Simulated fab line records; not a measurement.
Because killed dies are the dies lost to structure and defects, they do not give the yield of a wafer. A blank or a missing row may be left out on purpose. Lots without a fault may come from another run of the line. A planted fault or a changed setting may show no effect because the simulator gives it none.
Split-lot trial    flow n5_finfet    7 lots, 39 wafers read, on a route of 1938 steps

== ON THE SPLIT ==
At N5_ZERO_LAYER_PECVD_02 (deposits SiO2 from SiH4/N2O, target thk 10 nm, time 6 s), the setting time_s was moved away from the recipe's 6 s on 15 of the 39 wafers read, by -45.1% to +55.8%. The other wafers ran this setting at the recipe's value.

The reading is taken at the split's own step.

== THE READING ==
SiO2_of_ZERO_LAYER_PECVD_02.thk_nm (the simulator's own value, which no gauge read), in nm, at N5_ZERO_LAYER_PECVD_02 (deposits SiO2 from SiH4/N2O, target thk 10 nm, time 6 s). The file gives no usual value for it. Here, 24 wafers ran the recipe; their average is 9.986 nm with a standard deviation of 0.17 nm.

wafer   tool, chamber at the split  time_s as run, s  against the recipe  SiO2_of_ZERO_LAYER_PECVD_02.thk_nm, nm  against lot-mates on the recipe
L077.1  pecvd-02, 0                 3.293             -45.1%              5.544                                   -4.470
L077.2  pecvd-02, 2                 3.293             -45.1%              5.606                                   -4.408
L077.3  pecvd-02, 1                 3.293             -45.1%              5.311                                   -4.703
L077.4  pecvd-02, 0                 6                 recipe              9.974                                   -
L077.5  pecvd-02, 1                 6                 recipe              9.978                                   -
L077.6  pecvd-02, 2                 6                 recipe              10.09                                   -
L080.1  pecvd-01, 2                 4.314             -28.1%              7.132                                   -2.932
L080.2  pecvd-01, 1                 6                 recipe              9.861                                   -
L080.3  pecvd-01, 0                 4.314             -28.1%              7.412                                   -2.652
L080.4  pecvd-01, 1                 6                 recipe              10.09                                   -
L080.5  pecvd-01, 2                 4.314             -28.1%              7.091                                   -2.973
L080.6  pecvd-01, 0                 6                 recipe              10.24                                   -
L081.1  pecvd-01, 1                 6                 recipe              9.84                                    -
L081.2  pecvd-01, 0                 6                 recipe              9.876                                   -
L081.3  pecvd-01, 2                 6                 recipe              9.784                                   -
L081.4  pecvd-01, 2                 6                 recipe              9.944                                   -
L081.5  pecvd-01, 0                 6                 recipe              10.24                                   -
L081.6  pecvd-01, 1                 6                 recipe              9.924                                   -
L088.1  pecvd-02, 0                 4.733             -21.1%              7.763                                   -1.999
L088.2  pecvd-02, 1                 6                 recipe              9.538                                   -
L088.3  pecvd-02, 2                 6                 recipe              9.737                                   -
L088.4  pecvd-02, 1                 4.733             -21.1%              7.673                                   -2.089
L088.5  pecvd-02, 2                 4.733             -21.1%              7.89                                    -1.872
L088.6  pecvd-02, 0                 6                 recipe              10.01                                   -
L093.1  pecvd-01, 0                 9.345             +55.8%              15.55                                   +5.519
L093.2  pecvd-01, 2                 9.345             +55.8%              15.36                                   +5.329
L093.3  pecvd-01, 1                 6                 recipe              9.824                                   -
L093.4  pecvd-01, 0                 6                 recipe              10.24                                   -
L093.5  pecvd-01, 1                 6                 recipe              10.03                                   -
L093.6  pecvd-01, 2                 9.345             +55.8%              15.67                                   +5.639
L094.1  pecvd-01, 1                 6                 recipe              10.05                                   -
L094.3  pecvd-01, 0                 6                 recipe              10.1                                    -
L094.6  pecvd-01, 1                 6                 recipe              10.2                                    -
L096.1  pecvd-04, 2                 4.506             -24.9%              7.231                                   -2.797
L096.2  pecvd-04, 1                 4.506             -24.9%              7.525                                   -2.503
L096.3  pecvd-04, 0                 6                 recipe              9.897                                   -
L096.4  pecvd-04, 2                 6                 recipe              10.2                                    -
L096.5  pecvd-04, 0                 4.506             -24.9%              7.531                                   -2.497
L096.6  pecvd-04, 1                 6                 recipe              9.988                                   -

FIT RESULTS
A straight line over all 39 wafers: SiO2_of_ZERO_LAYER_PECVD_02.thk_nm changes by +0.0999 nm for each +1% of time_s; r = +1.00; the points scatter about the line by 0.16 nm.
The same after taking each lot's own level away (the mean of its wafers on the recipe; 39 wafers): +0.0995 nm for each +1%; r = +1.00; scatter 0.15 nm.
That fit puts the effect of the largest move of time_s on the reading at 5.5 nm.
Across the lots, their own levels run from 9.7617 to 10.1167 nm, a range of 2.1 times the standard deviation given above.
Hence the lot-to-lot level has little effect on the slope; both slopes agree.
Check: +5.54 nm against its lot-mates is what the line predicts for one of the wafers moved furthest among these (+55.8%) when that wafer is left out of the fit. Against them it came out at +5.52 nm.

== THE FILE'S OWN FIT ==
SiO2_of_ZERO_LAYER_PECVD_02.thk_nm changes by +0.0996 nm for each +1% of time_s, r = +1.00.
